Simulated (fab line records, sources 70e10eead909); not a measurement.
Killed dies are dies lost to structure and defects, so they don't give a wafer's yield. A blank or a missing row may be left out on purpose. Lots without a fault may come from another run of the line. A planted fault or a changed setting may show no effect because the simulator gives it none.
Chamber matching | flow nand_harc | NHARC_A_STAIRCASE_ETCHBACK_157 on rie_diel-05: 4 sister chambers
The step etches the open film in CH3F/O2, target depth 90 nm, time 167.14 s. 16 wafers are shown with their chamber, then 8 later ones without.

WAFERS WITH THEIR CHAMBER
wafer  | chamber | showerhead_plenum_p_Torr (Torr) | rf_vpp_V (V) | o2_flow_sccm (sccm)
L078.1 | 1       | 2.59                            | 246.2        | 30.10
L078.4 | 2       | 2.53                            | 245.6        | 30.10
L078.5 | 1       | 2.59                            | 246.5        | 30.12
L081.2 | 0       | 2.54                            | 245.4        | 30.01
L081.3 | 3       | 2.41                            | 242.5        | 29.88
L081.6 | 3       | 2.41                            | 243.6        | 29.98
L083.3 | 3       | 2.40                            | 243.2        | 29.94
L083.4 | 2       | 2.52                            | 245.8        | 30.00
L083.6 | 2       | 2.52                            | 245.2        | 29.92
L082.1 | 0       | 2.54                            | 245.2        | 29.91
L082.5 | 0       | 2.54                            | 246.4        | 30.10
L082.6 | 3       | 2.41                            | 244.3        | 29.99
L086.2 | 3       | 2.40                            | 243.7        | 29.90
L086.4 | 2       | 2.52                            | 244.2        | 29.93
L086.6 | 2       | 2.52                            | 245.9        | 30.01
L094.1 | 0       | 2.52                            | 245.5        | 29.97

SIGNATURES (means of the wafers above)
reading                  | chamber 0 | chamber 1 | chamber 2 | chamber 3 | scatter within a chamber
showerhead_plenum_p_Torr | 2.5350    | 2.5900    | 2.5220    | 2.4060    | 0.00645
rf_vpp_V                 | 245.625   | 246.350   | 245.340   | 243.460   | 0.618
o2_flow_sccm             | 29.9975   | 30.1100   | 29.9920   | 29.9380   | 0.0643
Rule: a wafer's distance from a chamber is the root of the sum, over the readings, of the square of ((its reading less the chamber's mean) divided by the reading's scatter). The wafer belongs to the nearest chamber; if the next one is less than 2 further off, it can't be placed. The scatter: the root of (the sum of the squares of (reading less its chamber's mean) over the shown wafers, divided by (wafers less chambers)).

WAFERS WITHOUT THEIR CHAMBER
wafer  | showerhead_plenum_p_Torr (Torr) | rf_vpp_V (V) | o2_flow_sccm (sccm)
L094.2 | 2.56                            | 246.4        | 30.04
L094.4 | 2.39                            | 242.3        | 30.20
L095.2 | 2.56                            | 244.8        | 30.00
L095.4 | 2.51                            | 244.5        | 30.01
L095.5 | 2.56                            | 245.1        | 30.04
L097.2 | 2.52                            | 245.2        | 29.97
L097.4 | 2.51                            | 243.2        | 29.81
L097.6 | 2.39                            | 243.0        | 30.08

WHICH CHAMBER EACH WENT THROUGH
wafer  | from the rows above          | in truth
L094.2 | can't be placed: 0 or 1      | 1
L094.4 | 3                            | 3
L095.2 | can't be placed: 0 or 1 or 2 | 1
L095.4 | can't be placed: 2 or 0      | 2
L095.5 | can't be placed: 0 or 1 or 2 | 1
L097.2 | can't be placed: 2 or 0      | 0
L097.4 | can't be placed: 2 or 0      | 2
L097.6 | 3                            | 3
Placed correctly: 2 of 8. Can't be placed from these rows: 6 (the true chamber is among the candidates in 6). Placed wrongly: 0.
